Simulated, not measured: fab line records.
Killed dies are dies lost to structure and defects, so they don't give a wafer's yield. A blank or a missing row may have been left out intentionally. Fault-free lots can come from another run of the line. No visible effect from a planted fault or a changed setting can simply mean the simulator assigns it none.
Which tool was responsible? | flow n5 finfet | 8 lots (24 wafers sampled), 1 step of a 1938-step route

== WHAT THE GAUGES READ, wafer by wafer ==
N5_FIN_SAQP_THK_MEAS_07.
lot  | measured    | on            | thk nm (nm)
L076 | day 2 09:25 | film metro-01 | 58.5 58.8 60.2
L080 | day 3 09:25 | film metro-01 | 60.3 59.1 60.1
L082 | day 3 21:40 | film metro-02 | 58.9 59.1 60.6
L084 | day 4 08:53 | film metro-01 | 59.1 61.0 59.9
L088 | day 5 08:47 | film metro-01 | 60.5 60.6 59.9
L090 | day 5 22:06 | film metro-02 | 60.2 59.7 60.6
L093 | day 6 15:49 | film metro-01 | 59.7 59.1 59.7
L095 | day 7 03:05 | film metro-02 | 58.9 58.7 60.2

== EACH LOT AND THE TOOL THAT RAN IT (in order: tool; ch and the chambers of the sampled wafers; start) ==
No process step before these readings appears in the record.

== THE ANSWER, worked out from the rows above alone ==
Rule: usual is defined by the lots themselves. The widest of any qualifying gaps counts: lots, ordered by their means at a reading, are off when they make up no more than a third of the lots, leave a main group of 4 or more, and stand apart from it by 3 or more times the standard deviation of that group's means. Not used: any main group whose means are identical at the precision the tables above print for the reading. Also off: a lot with no number at a reading for which 4 or more lots have one. Any other lot the step has rows for is counted as sound.
No lot is off on any of the readings shown, so nothing can be concluded from this.

== WHAT THE SIMULATOR HAD INSERTED ==
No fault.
